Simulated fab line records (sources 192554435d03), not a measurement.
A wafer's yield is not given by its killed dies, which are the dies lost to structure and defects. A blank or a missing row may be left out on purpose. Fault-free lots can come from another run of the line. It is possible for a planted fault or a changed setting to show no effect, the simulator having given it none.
Matching of chambers :: flow n5 finfet :: rie diel-03 running N5_BEOL_M5_ETCH_75: 4 sister chambers
The step etches underlayer in N2/H2, target depth 6.5 nm, time 5.2 s. 4 wafers are shown with their chamber, then 8 later ones without.

## WAFERS PAIRED WITH THEIR CHAMBERS
wafer: L083.3
chamber: 0
showerhead plenum p Torr (Torr): 2.65

wafer: L084.4
chamber: 3
showerhead plenum p Torr (Torr): 2.53

wafer: L084.5
chamber: 1
showerhead plenum p Torr (Torr): 2.48

wafer: L085.3
chamber: 2
showerhead plenum p Torr (Torr): 2.48

## WAFERS MISSING THEIR CHAMBER
wafer: L085.5
showerhead plenum p Torr (Torr): 2.52

wafer: L085.6
showerhead plenum p Torr (Torr): 2.65

wafer: L092.3
showerhead plenum p Torr (Torr): 2.65

wafer: L092.4
showerhead plenum p Torr (Torr): 2.47

wafer: L092.5
showerhead plenum p Torr (Torr): 2.48

wafer: L096.1
showerhead plenum p Torr (Torr): 2.64

wafer: L096.3
showerhead plenum p Torr (Torr): 2.47

wafer: L096.6
showerhead plenum p Torr (Torr): 2.47

## WHICH CHAMBER EACH ONE RAN IN
wafer: L085.5
from the rows above: 3
in truth: 3

wafer: L085.6
from the rows above: 0
in truth: 0

wafer: L092.3
from the rows above: 0
in truth: 0

wafer: L092.4
from the rows above: can't be placed: 1 or 2
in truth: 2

wafer: L092.5
from the rows above: can't be placed: 1 or 2
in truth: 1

wafer: L096.1
from the rows above: 0
in truth: 0

wafer: L096.3
from the rows above: can't be placed: 1 or 2
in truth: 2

wafer: L096.6
from the rows above: can't be placed: 1 or 2
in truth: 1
Correct placement for 4 of the 8. These rows do not allow placing 4 (true chamber among the candidates in 4). Placed wrongly: 0.
How it was worked out, from the rows above alone: a wafer's distance from a chamber is the root of the sum, over the readings, of the square of ((its reading less the chamber's mean) divided by the reading's scatter). The wafer belongs to the nearest chamber; if the next one is less than 2 further off, it can't be placed. Each chamber's mean is taken over the wafers shown for it. The scatter (one wafer shown for each chamber): square how far every hidden wafer sits from the nearest shown wafer, average those squares and take the square root.
